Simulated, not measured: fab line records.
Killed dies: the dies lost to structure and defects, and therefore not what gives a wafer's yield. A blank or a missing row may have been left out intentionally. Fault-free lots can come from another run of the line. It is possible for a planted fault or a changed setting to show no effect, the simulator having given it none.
fab line records	flow n5-finfet
record: lots: 4	wafers: 12	last-day: 18
route steps=1938 shown MOL_CONTACT_COAG@605 BEOL_M0_SAQP@632 PASSIVATION@1936
lots that met no fault: taken from a fault-free run of the same line
start-h: hours from the record's first day to the start of the lot's first wafer shown	wait-h: hours from the lot's prior step to this one	" identical to the entry in the row above	L1.1+2: a row that stands for several wafers	- no value, or no start given	* or withheld: withheld	< > ~ a bound
route shown NAME@n: names a module that has steps shown in the file, with the first one's number in the route	usual: mean and standard deviation over wafers with no fault	same: alike in all rows	chamber/n: place in a boat	sites: each site's reading	_std_site: how widely they spread, as a standard deviation	_edge_site: mean of outer sites minus mean of inner sites	radius-mm: how far each site lies from the wafer's centre	mask NAME#n: copy n	behind: the last tool/chamber to shape the wafer	hold: what put the lot on hold/how long, in hours/how the hold closed	device: the n, p or np transistor that did not switch	end of line: tests run on the same wafers once the route is complete	where a step has no rows: the recipe by itself	killed: count of dies lost to structure and defects at first sort (not the wafer's yield)	map: dies across one wafer; x = killed, . = not, _ = none there
set.NAME: the run value of the setting; set.NAME@STEP: its run value at that earlier step	model.NAME: the simulator's own value behind a step, which no gauge read
lots seen at some steps along the route; tables by step, rows by wafer
services: when a tool's chamber went out of use (start-h, in hours from the record's first day, below 0 if earlier), for how many hours, and the reason
== steps ==
step: N5_MOL_CONTACT_COAG_DESCUM_45
recipe: chemistry: O2	time-s: 7	source-power-w: 50	bias-power-w: 20	pressure-mtorr: 20	rf-frequency-hz: 2.712e+07	temp-c: 40	resist: CAR-EUV	o2-flow-sccm: 225
step: N5_MOL_CONTACT_COAG_ETCH_65
recipe: chemistry: N2/H2	target: underlayer	target-depth-a: 130	mask-material: CAR-EUV	time-s: 10.4	ion-energy-ev: 200	pressure-mtorr: 30	source-w: 840	bias-w: 150	n2-flow-sccm: 200	h2-flow-sccm: 200	ends: cleared
step: N5_MOL_CONTACT_COAG_ETCH_66
recipe: chemistry: CF4	target: SiARC	target-depth-a: 130	mask-material: CAR-EUV	time-s: 21.7	ion-energy-ev: 80	pressure-mtorr: 40	source-w: 545	bias-w: 36	Ar_flow_sccm: 100	cf4-flow-sccm: 100	ends: cleared
step: N5_MOL_CONTACT_COAG_ALD_133
recipe: material: SiO2	target-thk-a: 50	temp-c: 100	ald-precursor-family: BDEAS	ald-co-reactant: O2-plasma	pulse-time-s: 1	co-reactant-pulse-time-s: 1	purge-time-s: 2	co-reactant-purge-time-s: 2	ald-cycles: 35	pressure-torr: 2
step: N5_MOL_CONTACT_COAG_ETCHBACK_134
recipe: chemistry: CHF3	target: SiO2	target-depth-a: 100	time-s: 6.7	ion-energy-ev: 200	pressure-mtorr: 30	source-w: 610	bias-w: 170	Ar_flow_sccm: 200	CHF3_flow_sccm: 50
step: N5_MOL_CONTACT_COAG_ETCH_67
recipe: chemistry: N2/H2	target: SOC	target-depth-a: 600	overetch-a: 210	mask-material: SiARC	temp-c: 40	time-s: 101.2	ion-energy-ev: 200	pressure-mtorr: 30	source-w: 840	bias-w: 150	n2-flow-sccm: 200	h2-flow-sccm: 200
step: N5_MOL_CONTACT_COAG_STRIP_68
recipe: chemistry: N2/H2	temp-c: 40	n2-flow-sccm: 200	h2-flow-sccm: 200	rf-frequency-hz: 6e+07
step: N5_MOL_CONTACT_COAG_STRIP_69
recipe: chemistry: N2/H2	temp-c: 40	n2-flow-sccm: 200	h2-flow-sccm: 200	rf-frequency-hz: 6e+07
step: N5_MOL_CONTACT_COAG_ETCHBACK_136
recipe: chemistry: CHF3	target: SiO2	target-depth-a: 250	time-s: 16.7	ion-energy-ev: 200	pressure-mtorr: 30	source-w: 610	bias-w: 170	Ar_flow_sccm: 200	CHF3_flow_sccm: 50
step: N5_MOL_CONTACT_COAG_STRIP_120
recipe: chemistry: CHF3	resist: SiARC	rf-frequency-hz: 6e+07
step: N5_MOL_CONTACT_COAG_VIA_ETCH_117
recipe: chemistry: C4F6/O2	target-depth-a: 400	overetch-a: 80	mask-material: SOC	target: SiO2	bias-w: 455	pressure-mtorr: 10	time-s: 26	source-w: 325	Ar_flow_sccm: 300	C4F6_flow_sccm: 10	O2_flow_sccm: 10	ion-energy-ev: 575.3	ends: end-point
step: N5_MOL_CONTACT_COAG_ETCH_124
recipe: chemistry: CH3F/O2	target: SiNx	target-depth-a: 65	mask-material: SOC	stop-on: SiOC	over-etch-frac: 0.3	ion-energy-ev: 120	pressure-mtorr: 30	source-w: 395	bias-w: 73	Ar_flow_sccm: 150	CH3F_flow_sccm: 30	O2_flow_sccm: 20	ends: end-point
step: N5_MOL_CONTACT_COAG_ETCH_48
recipe: chemistry: C4F6/O2	target-depth-a: 150	overetch-a: 45	mask-material: SOC	target: SiOC	bias-w: 465	pressure-mtorr: 10	time-s: 17	source-w: 335	Ar_flow_sccm: 300	C4F6_flow_sccm: 10	O2_flow_sccm: 10	ion-energy-ev: 576
usual: drypump-motor-current-A: 5.6/0.46	oes-product-au: 0.66/0.081	rf-vpp-V: 1597/39	showerhead-plenum-p-Torr: 2.86/0.098	throttle-valve-pct: 40.5/0.41
lot.wafer	tool	chamber	start-h	wait-h	drypump-motor-current-A	oes-product-au	rf-hours-counter-h	rf-vpp-V	showerhead-plenum-p-Torr	throttle-valve-pct
L266.1	rie-diel-04	2	101.37	0.0	6.2	0.55	241	1557	2.69	40.5
L266.4	"	1	"	"	5.7	0.68	-	1589	2.86	40.8
L266.6	"	3	"	"	6.0	0.58	-	1651	2.88	40.2
L278.3	rie-diel-03	3	178.50	0.0	4.9	0.84	8	1678	3.03	40.0
L278.5	"	0	"	"	5.0	0.73	-	1615	2.87	40.3
L278.6	"	3	"	"	4.9	0.78	-	1678	3.03	40.0
L279.1	rie-diel-03	3	181.31	0.0	4.8	0.85	9	1677	3.03	40.0
L279.2	"	2	"	"	5.2	0.62	185	1595	2.72	41.3
L279.3	"	0	"	"	5.0	0.73	43	1615	2.87	40.4
L287.2	rie-diel-04	3	229.72	0.0	6.0	0.70	34	1650	2.86	40.2
L287.3	"	1	"	"	5.7	0.61	195	1588	2.85	40.8
L287.4	"	0	"	"	5.8	0.60	228	1541	2.91	40.1
step: N5_MOL_CONTACT_COAG_STRIP_72
recipe: chemistry: N2/H2	power-w: 450	temp-c: 40	pressure-mtorr: 20	rf-frequency-hz: 6e+07	overash-fraction: 3	bias-power-w: 7	h2-frac: 0.5	n2-flow-sccm: 200	h2-flow-sccm: 200
step: N5_MOL_CONTACT_COAG_STRIP_49
recipe: chemistry: N2/H2	time-s: 30	power-w: 1000	temp-c: 250	pressure-mtorr: withheld	n2-flow-sccm: 1750	h2-flow-sccm: 3250
step: N5_MOL_CONTACT_COAG_PRECLEAN_138
recipe: chemistry: alkaline-clean	temp-c: 60	time-s: 60	do-ppb: 50
step: N5_MOL_CONTACT_COAG_SRD_139
recipe: dry: ipa-marangoni	time-s: 30	temp-c: 23	rinse-liquid: diw
step: N5_MOL_CONTACT_COAG_PRE_CLEAN_121
recipe: gas: H2/He	time-s: *	temp-c: withheld
step: N5_MOL_CONTACT_COAG_CVD_140
recipe: material: W	target-thk-a: 665	mode: selective-fill	temp-c: 300	time-s: 215
step: N5_MOL_CONTACT_COAG_PRECLEAN_127
recipe: chemistry: DIW	time-s: 57.5	temp-c: 23
step: N5_MOL_CONTACT_COAG_SRD_128
recipe: dry-time-s: 32	dry: n2-spin	spin-rpm: 1500
step: N5_MOL_CONTACT_COAG_CMP_52
recipe: stop-on: SiO2	t-overpolish-s: 1.5	post-cmp-clean: w-dilute-nh4oh	down-force-psi: 4	platen-rpm: 50.289	pad-velocity-m-s: 1.0006	target-thk-nm: 66.5
step: N5_MOL_CONTACT_COAG_ANNEAL_112
recipe: temp-c: 400	time-s: 1800	ambient: HPD2	pressure-atm: 10
step: N5_BEOL_M0_SAQP_PECVD_00
recipe: material: SiCN	target-thk-a: 80	temp-c: withheld	precursor: 3MS/NH3	pressure-torr: 3	rf-w: 202	time-s: 14
step: N5_BEOL_M0_SAQP_ILD_DEP_01
recipe: material: SiOC	target-thk-a: 454.19	temp-c: 350	precursor: DEMS/O2	pressure-torr: 5	rf-w: 500	time-s: 8.7
step: N5_BEOL_M0_SAQP_HM_DEP_02
recipe: material: TiN	target-thk-a: 120	temp-c: 25	chamber-pressure-pa: 0.49996
step: N5_BEOL_M0_SAQP_PECVD_03
recipe: material: SiCN	target-thk-a: 120	temp-c: withheld	precursor: 3MS/NH3	pressure-torr: 3	rf-w: 202	time-s: 21.1
step: N5_BEOL_M0_SAQP_PECVD_96
recipe: material: a-Si	target-thk-a: 450	temp-c: 350	precursor: SiH4/He	pressure-torr: 3	rf-w: 100	time-s: 45.2
step: N5_BEOL_M0_SAQP_PECVD_97
recipe: material: SiNx	target-thk-a: 230	temp-c: 350	precursor: SiH4/NH3/N2	pressure-torr: 1.5	rf-w: 300	time-s: 19.9
step: N5_BEOL_M0_SAQP_PECVD_04
recipe: material: a-Si	target-thk-a: 600	temp-c: 350	precursor: SiH4/He	pressure-torr: 3	rf-w: 100	time-s: 60.2
step: N5_BEOL_M0_SAQP_HM_DEP_111
recipe: material: SiO2	target-thk-a: 120	temp-c: 400	precursor: SiH4/N2O	pressure-torr: 0.75	rf-w: 275	time-s: 7.2
step: N5_BEOL_M0_SAQP_COAT_81
recipe: resist: SOC	temp-c: 250	time-s: 60	spin-rpm: 1500	resist-thk-nm: 100
step: N5_BEOL_M0_SAQP_COAT_82
recipe: resist: SiARC	temp-c: 220	time-s: 60	spin-rpm: 1500	resist-thk-nm: 30
step: N5_BEOL_M0_SAQP_COAT_08
recipe: resist: CAR-ArF	spin-rpm: 1500	resist-thk-nm: 90
step: N5_BEOL_M0_SAQP_EBR_10
recipe: solvent: PGMEA	ebr-width-mm: 1.5
step: N5_BEOL_M0_SAQP_SOFTBAKE_09
recipe: temp-c: 110	time-s: 60	resist: CAR-ArF
step: N5_BEOL_M0_SAQP_EXPOSE_11
recipe: mask-id: M0_CORE	na: 1.35	source-shape: dipole	sigma-inner: 0.538	sigma-outer: 0.738	polarization: te	target-cd-nm: 42	dose-mj: 55
step: N5_PASSIVATION_PROBE_49
usual: defect-limited-yield: 91.2/1.4	killed_at_M0_to_M3: 34/9.3	killed_at_M4_up: 14/5.9	killed-at-contacts: 14/5.7	killed-at-front-end: 38/10	killed-at-other: 4/3.2	killed-dies: 104/17	killed-open: 67/13	killed-short: 33/6.9	sort_bin_5_function: 5.2/1	sort_bin_6_memory: 3.3/0.61	sort_bin_8_speed: 0.3/1.8	sort-n-pass: 1069/52	sort-yield-pct: 91/4.4
same: gross-dies: 1180	killed-at-back-side: 0	sort_bin_4_leakage[%]: 0
lot.wafer	tool	chamber	start-h	wait-h	defect-limited-yield[%]	killed_at_M0_to_M3	killed_at_M4_up	killed-at-contacts	killed-at-front-end	killed-at-other	killed-dies	killed-open	killed-short	sort_bin_5_function[%]	sort_bin_6_memory[%]	sort_bin_8_speed[%]	sort-n-pass	sort-yield-pct[%]
L278.3	prober-01	-	380.80	0.1	84.2	38	8	96	37	8	187	71	34	11.0	3.5	0	993	84
L278.5	prober-01	-	380.90	0.2	82.3	36	6	132	31	4	209	53	36	10.9	4.7	1.9	948	80
L278.6	prober-01	-	380.95	0.3	84.7	49	6	85	36	5	181	85	29	10.3	3.6	0	999	85
L279.1	prober-02	-	398.61	0.0	86.9	22	16	83	31	3	155	62	18	7.5	3.7	0	1025	87
L279.2	prober-02	-	398.66	0.1	88.2	22	9	69	32	7	139	44	32	7.3	3.2	0	1041	88
L279.3	prober-02	-	398.71	0.1	84.1	30	11	108	33	6	188	43	35	10.7	3.8	0	992	84
killed by level:class
L278.3 MOL_CONTACT_COAG:unspecified=73 MOL_CONTACT_COAG:geometric-particle:open=18 BEOL_M3:geometric-particle:open=14 STI_FIN_REVEAL:geometric-particle:open=7 FIN_SAQP:geometric-particle:open=6 BEOL_M2:geometric-particle:open=6 GATE_CUT:geometric-particle:short=5 BEOL_M1:geometric-particle:open=5
L278.5 MOL_CONTACT_COAG:unspecified=115 MOL_CONTACT_COAG:geometric-particle:open=13 BEOL_M2:geometric-particle:open=8 FIN_SAQP:geometric-particle:short=7 BEOL_M0_SAQP:geometric-particle:short=7 BEOL_M3:geometric-particle:open=6 FIN_SAQP:geometric-particle:open=4 DUMMY_GATE:geometric-particle:open=4
L278.6 MOL_CONTACT_COAG:unspecified=62 MOL_CONTACT_COAG:geometric-particle:open=19 BEOL_M3:geometric-particle:open=13 BEOL_M1:geometric-particle:open=10 DUMMY_GATE:geometric-particle:open=8 FIN_SAQP:geometric-particle:open=7 BEOL_M0_SAQP:geometric-particle:short=7 STI_FIN_REVEAL:geometric-particle:open=6
L279.1 MOL_CONTACT_COAG:unspecified=73 MOL_CONTACT_COAG:geometric-particle:open=9 BEOL_M2:geometric-particle:open=7 BEOL_M4:geometric-particle:open=7 STI_FIN_REVEAL:geometric-particle:open=6 BEOL_M1:geometric-particle:open=6 FIN_SAQP:geometric-particle:open=5 STARTING-WAFER:geometric-particle:short=4
L279.2 MOL_CONTACT_COAG:unspecified=61 FIN_SAQP:geometric-particle:short=7 STI_FIN_REVEAL:geometric-particle:open=5 BEOL_M3:geometric-particle:open=5 MOL_CONTACT_COAG:geometric-particle:short=4 MOL_CONTACT_COAG:geometric-particle:open=4 PAD_METAL:geometric-particle:open=4 FIN_SAQP:geometric-particle:open=3
L279.3 MOL_CONTACT_COAG:unspecified=107 BEOL_M1:geometric-particle:open=8 STI_FIN_REVEAL:geometric-particle:open=7 GATE_CUT:geometric-particle:short=7 BEOL_M4:geometric-particle:open=7 BEOL_M1:geometric-particle:short=6 BEOL_M3:geometric-particle:open=6 BEOL_M0_SAQP:geometric-particle:short=5
map L278.5 (x killed, . not)
_________________............________________
______________.................._____________
___________.......................x__________
__________x..x.............xx......._________
________.............................._______
_______....x...........................______
______..............x....x.........x...._____
_____..x.x............x.x...............x____
____......................................___
___.x.x.....x........xx.................x..__
___xxx.xx..x.x.x........x.......x..........__
__.xxxxxxxx.xx.....x...................x...._
__.xxxxxxxxxx.x.x...x......x.........x..x..._
_.x.xxxxxxxxxx.........x...x.....x...........
_.xxxxxxxxxxx..x.x....x......x...............
_..xxxxxxxxxxxx..............................
_x.xxxxxxxxxxxxx........x...........x.....x..
_.xxxxxxxxxxx.x..............................
_xxxxxxxxxxxxx..x.x..........x.............x.
_x.x.xxxxx..................x...............x
_..x.xxxxx.x.................xx.............x
__...xxxxxx.........xx...........x.....x..x._
__....x..x...x.x.................x.........._
___......xx................................__
___x....x........x................x.x......__
____...x.......x.................x.x......___
_____..x...............x.....x...........____
______..............x..................._____
_______.x...x.....x.....x..............______
________.............................._______
__________...x........x...........x._________
___________...x..........x........x__________
______________........x...x....._____________
_________________......xx....________________
map L279.3 (x killed, . not)
_________________.........x..________________
______________.......x.........._____________
___________.x......x....x.........x__________
__________..............x..........._________
________......................x.xx...._______
_______.x.....x.x...x..................______
______..x.......................x...x..._____
_____.................................x..____
____.............x..........x.............___
___..x...........x.....xx...x....x.........__
___xx...xx..x...........x......x...........__
__..x.xxxxxx.x...................x.....x...._
__xxxxxxxxxxx.xxx.....x....................._
_.xxxxxxxxxxxx..........................x.x.x
_xxxxxxxxxxxxxx............x....x............
_xxxxxxxxxxxxxx.x...............x............
_x.xxxxxxxxxxx..x..........x...xx............
_.xxxxxxxxxxxx...............x..x............
_..x.xxxxxxx.xx..........x...............x..x
_..xxxxxxxxxx...........x....................
_....x....x...x................x.............
__........x...........x.................x..._
__...................x......................_
___......................xx...........x.x.x__
___..............x.........................__
____...................x................x.___
_____..................x.................____
______.x...............x..............x._____
_______..................x.x...........______
________.....x...............x........_______
__________..........x.....x...x....._________
___________.........x....x.........__________
______________.................._____________
_________________............________________
== services ==
tool	chamber	start-h	hours	kind
rie-diel-04	0	98.94	4.2	repair
rie-diel-04	3	118.34	-	clean
rie-diel-04	3	118.34	-	consumable-replace:focus-ring
rie-diel-04	3	118.34	17.5	scheduled-down
rie-diel-04	3	118.34	17.5	vent-cycle
rie-diel-03	3	134.34	-	clean
rie-diel-03	3	134.34	-	consumable-replace:focus-ring
rie-diel-03	3	134.34	-	consumable-replace:showerhead
rie-diel-03	3	134.34	23.1	scheduled-down
rie-diel-03	3	134.34	23.1	vent-cycle
rie-diel-04	2	135.83	-	clean
rie-diel-04	2	135.83	-	consumable-replace:focus-ring
rie-diel-04	2	135.83	-	consumable-replace:showerhead
rie-diel-04	2	135.83	27.6	scheduled-down
rie-diel-04	2	135.83	27.6	vent-cycle
rie-diel-04	0	148.13	4.3	repair
rie-diel-03	0	201.11	2.7	repair
== key ==
first-sign: step: N5_PASSIVATION_PROBE_49	reading: killed-at-contacts	direction: up	sigmas: 14	usual: 14	struck: 96
effect: step: N5_PASSIVATION_PROBE_49	reading: defect-limited-yield	direction: down	sigmas: 4.3	usual: 91.2	struck: 85.0
more-kills-born-at: N5_MOL_CONTACT_COAG_ETCH_48@rie-diel-03: 491
met-at N5_MOL_CONTACT_COAG_ETCH_48
struck-wafers L278.3,L278.5,L278.6,L279.1,L279.2,L279.3
fault: kind: chamber-particle-source	tool: rie-diel-03	chamber: -	onset-h: 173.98	steps: N5_MOL_CONTACT_COAG_ETCH_48	rate-per-visit-cm2: 0.65879	end-h: 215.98
